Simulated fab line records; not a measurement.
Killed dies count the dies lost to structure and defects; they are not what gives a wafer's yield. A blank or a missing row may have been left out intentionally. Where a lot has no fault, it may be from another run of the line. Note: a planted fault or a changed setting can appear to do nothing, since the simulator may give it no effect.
Chamber matching    flow nand harc    4 sister chambers for NHARC_P_BONDPAD_STRIP_15 on rie diel-06
The step strips in O2. 14 wafers are shown with their chamber, then 7 later ones without.

## WAFERS WITH THEIR CHAMBER
wafer   chamber  drypump motor current A (A)  oes product au (a.u.)  rf vpp V (V)
L871.2  3        6.6                          1.007                  58.4
L871.5  3        6.6                          1.012                  58.1
L871.6  0        5.7                          1.004                  60.0
L874.2  0        5.6                          0.995                  57.6
L874.3  3        6.6                          0.994                  58.1
L874.6  2        5.7                          0.983                  58.6
L875.2  3        6.6                          0.995                  57.9
L875.3  2        5.7                          0.981                  57.7
L875.6  0        5.7                          0.994                  58.3
L877.1  1        5.1                          0.985                  56.6
L877.2  0        5.7                          0.997                  60.1
L877.6  3        6.6                          1.006                  57.5
L878.1  3        6.6                          0.995                  58.9
L878.4  0        5.7                          0.985                  58.3

SIGNATURES, as means of the wafers listed above
reading                  chamber 0  chamber 1  chamber 2  chamber 3  scatter within a chamber
drypump motor current A  5.680      5.100      5.700      6.600      0.0283
oes product au           0.99500    0.98500    0.98200    1.00150    0.007
rf vpp V                 58.860     56.600     58.150     58.150     0.811
Rule: distance of a wafer from a chamber = root of the sum over the readings of ((wafer's reading minus chamber's mean) / reading's scatter) squared. If the next closest chamber is less than 2 further off than the closest, the wafer can't be placed; otherwise it belongs to the closest. The scatter: the root of (the sum of the squares of (reading less its chamber's mean) over the shown wafers, divided by (wafers less chambers)).

## WAFERS MISSING THEIR CHAMBER
wafer   drypump motor current A (A)  oes product au (a.u.)  rf vpp V (V)
L878.6  5.1                          0.987                  57.6
L882.2  5.1                          0.987                  56.7
L882.3  6.6                          1.008                  57.6
L882.5  5.1                          0.978                  55.3
L888.3  5.7                          0.991                  58.2
L888.4  5.1                          0.977                  58.6
L888.6  6.5                          0.989                  58.0

## WHICH CHAMBER EACH WENT THROUGH
wafer   from the rows above      in truth
L878.6  1                        1
L882.2  1                        1
L882.3  3                        3
L882.5  1                        1
L888.3  can't be placed: 0 or 2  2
L888.4  1                        1
L888.6  3                        3
Placed correctly: 6 of 7. Cannot be placed on the basis of these rows: 1; the candidates contain the true chamber in 1. Wrongly placed: 0.
